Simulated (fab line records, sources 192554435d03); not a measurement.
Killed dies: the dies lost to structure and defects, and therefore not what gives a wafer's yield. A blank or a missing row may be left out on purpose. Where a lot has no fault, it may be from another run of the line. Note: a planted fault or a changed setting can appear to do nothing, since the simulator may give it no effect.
2 desks looking at one fault ; flow n5_finfet ; numbers are kept per desk, each desk with only its own; the story behind them comes last
Where a reading is given only as a bound, like >300, the bound stands for it, and a mean or a difference that rests on one is marked > or <: the true number lies beyond.

== THE DEFECT DESK ==
Inspection counts along the route, by lot: the mean over sampled wafers that carry a number. A lot is out of limits, marked OUT, if its mean lies more than 4 standard deviations from the usual mean; the brackets give that distance.
Columns: A = raw_defect_count at N5_BEOL_M15_INSPECT_30, usual 2.2
lot;first seen here;A
L688;day 11 04:26;2.0
L689;day 11 18:02;2.0
L692;day 12 00:36;1.7
L697;day 13 10:10;1.3
L699;day 14 04:08;2.0
L702;day 14 15:08;0.7
L700;day 14 18:31;2.0
L705;day 15 13:42;>102 (>+66) OUT
L707;day 16 02:19;>102 (>+66) OUT
L706;day 16 02:31;2.7
L711;day 17 07:01;2.0
This desk's verdict: out of limits on L705, L707, starting with L705 at day 15 13:42 (raw_defect_count at N5_BEOL_M15_INSPECT_30). L688, L689, L692, L697, L699, L702, L700, L706, L711: within limits.

== THE METROLOGY DESK ==
What the gauges read for every lot (on any tool): the sampled wafers with a number, averaged. A lot is out of limits, marked OUT, if its mean lies more than 4 standard deviations from the usual mean; the brackets give that distance.
Columns: A = cd_nm at N5_BEOL_M15_CD_MEAS_10, usual 360.6 nm; B = V14_OVL at N5_BEOL_M15_OVL_MEAS_11, usual -1 nm
lot;first seen here;A;B
L688;day 11 02:31;361.7;3
L689;day 11 16:31;361.9;-5
L692;day 11 22:35;361.3;-9
L697;day 13 08:37;361.7;1
L699;day 14 02:29;361.2;-5
L702;day 14 13:37;360.8;-5
L700;day 14 16:52;358.9;-8
L705;day 15 11:46;361.0;-2
L707;day 16 00:27;360.2;-3
L706;day 16 00:57;359.8;7
L711;day 17 05:23;358.7;3
This desk's finding: nothing out of limits on any of the 11 lots.

== TAKEN TOGETHER ==
The defect desk could have raised an alarm at day 15 13:42, on L705, L707.
The metrology desk saw nothing out of limits.
The metrology desk holds a record of L705, L707, inside its limits.
All the named lots went through N5_BEOL_M15_STRIP_65 on wet_bench-03.

== WHAT THE SIMULATOR HAD INSERTED ==
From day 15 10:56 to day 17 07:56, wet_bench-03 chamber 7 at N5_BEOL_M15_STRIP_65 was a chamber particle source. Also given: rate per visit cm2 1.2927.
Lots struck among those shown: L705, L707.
Hours from the fault's start to each desk's first reading out of limits: the defect desk, 3.
